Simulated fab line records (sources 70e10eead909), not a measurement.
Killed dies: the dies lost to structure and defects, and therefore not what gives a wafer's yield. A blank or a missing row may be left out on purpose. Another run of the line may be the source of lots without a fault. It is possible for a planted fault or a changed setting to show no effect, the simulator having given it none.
A lot that was struck, set against a sound lot -- flow nand-harc -- 15 steps out of a route of 1159
Sound: the wafers L521.1, L521.2, L521.3. Struck: wafers L520.1, L520.2, L520.5. The cause is given at the end.
Per side, at each step with rows, come the tool, then ch with its chambers, and then its first start. Under that, the readings that differ: sound wafers -- struck wafers -- difference of the means -- sigmas: that difference in standard deviations of wafers without a fault.
alike: a reading whose means differ by less than 2 such deviations, as well as words and numbers matching on both sides. not compared: withheld readings; readings where some wafer has no value; bounds like >300 that might hide an equal value; numbers whose values overlap and for which the record gives no deviation.
Wherever a step has rows on one side only, a row that says differs or no value, or a row with sigmas, the two part there. Non-overlapping numbers with no deviation appear without sigmas and do not part them. A reading missing from all wafers of one side parts the sides only when that side holds two or more wafers.

first, 1 step without rows for these wafers: NHARC_P_ZERO_WELL_HARDBAKE_12 (time 65 s).
NHARC_P_ZERO_WELL_DESCUM_13: chemistry O2, time 3 s.
  sound on rie-diel-04 ch 0,1,2, day 5 07:31; struck on rie-diel-08 ch 0,2,3, day 5 01:25
  alike: drypump-motor-current-A, o2-flow-sccm, oes-product-au, rf-vpp-V, showerhead-plenum-p-Torr, throttle-valve-pct
  not compared: rf-hours-counter-h
NHARC_P_ZERO_WELL_ETCH_65: etches the open film in N2/H2, target depth 80 nm, overetch 24 nm, time 87.88 s.
  sound on rie-diel-04 ch 1,2,3, day 5 07:35; struck on rie-diel-08 ch 0,1,3, day 5 01:29
reading,sound,struck,difference,sigmas
throttle-valve-pct (%),14.166 14.170 14.163,14.189 14.199 14.182,+0.024,+3
  alike: drypump-motor-current-A, oes-product-au, rf-vpp-V, showerhead-plenum-p-Torr
  not compared: rf-hours-counter-h
NHARC_P_ZERO_WELL_ETCH_62: etches the open film in CHF3/Ar, target depth 13 nm, time 6.5 s.
  sound on rie-diel-04 ch 0,1,3; struck on rie-diel-08 ch 0,1
  alike: chf3-flow-sccm, drypump-motor-current-A, oes-product-au, rf-vpp-V, showerhead-plenum-p-Torr, throttle-valve-pct
  not compared: rf-hours-counter-h
NHARC_P_ZERO_WELL_ETCH_63: etches the open film in HBr/Cl2, target depth 120 nm, time 40.1 s.
  sound on rie-si-01 ch 0,1,2, day 5 07:46; struck on rie-si-03 ch 0,2,3, day 5 01:40
  alike: drypump-motor-current-A, oes-product-au, throttle-valve-pct
  not compared: rf-hours-counter-h
then, 7 steps without rows for these wafers: NHARC_P_ZERO_WELL_STRIP_15 (strips in SPM, time 900 s); NHARC_P_ZERO_WELL_DEHYDRATE_16 (time 120 s); NHARC_P_ZERO_WELL_HMDS_17 (time 30 s); NHARC_P_ZERO_WELL_COAT_18; NHARC_P_ZERO_WELL_SOFTBAKE_19 (time 95 s); NHARC_P_ZERO_WELL_EBR_20; NHARC_P_ZERO_WELL_EXPOSE_21 (exposes mask P NWELL, target cd 720 nm).
NHARC_P_ZERO_WELL_PEB_22: peb time 85 s.
  sound on litho-track-05 ch 0, day 5 08:37; struck on litho-track-02 ch 0, day 5 02:31
reading,sound,struck,difference,sigmas
heater-power-total-W (W),163.92 164.24 164.40,160.32 160.76 160.41,-3.69,-14
plate-temp-C (C),118.04 118.09 118.12,116.23 116.21 116.19,-1.87,-14
  alike: resist-line-temp-C
then, 1 step without rows for these wafers: NHARC_P_ZERO_WELL_DEVELOP_23 (time 70 s).
-- jump in the record: it breaks off in module P_ZERO_WELL and resumes in module END (first step shown: number 1159 of the route), and 19 days separate the struck wafers' starts before and after --
NHARC_END_SORT_01:
  here the record holds rows for the struck wafers (prober-01 ch 0, day 23 17:37) but none for the sound ones

WHERE THEY PART
First at NHARC_P_ZERO_WELL_ETCH_65; last, within this record, at NHARC_END_SORT_01.

WHY: what had been put in by the simulator
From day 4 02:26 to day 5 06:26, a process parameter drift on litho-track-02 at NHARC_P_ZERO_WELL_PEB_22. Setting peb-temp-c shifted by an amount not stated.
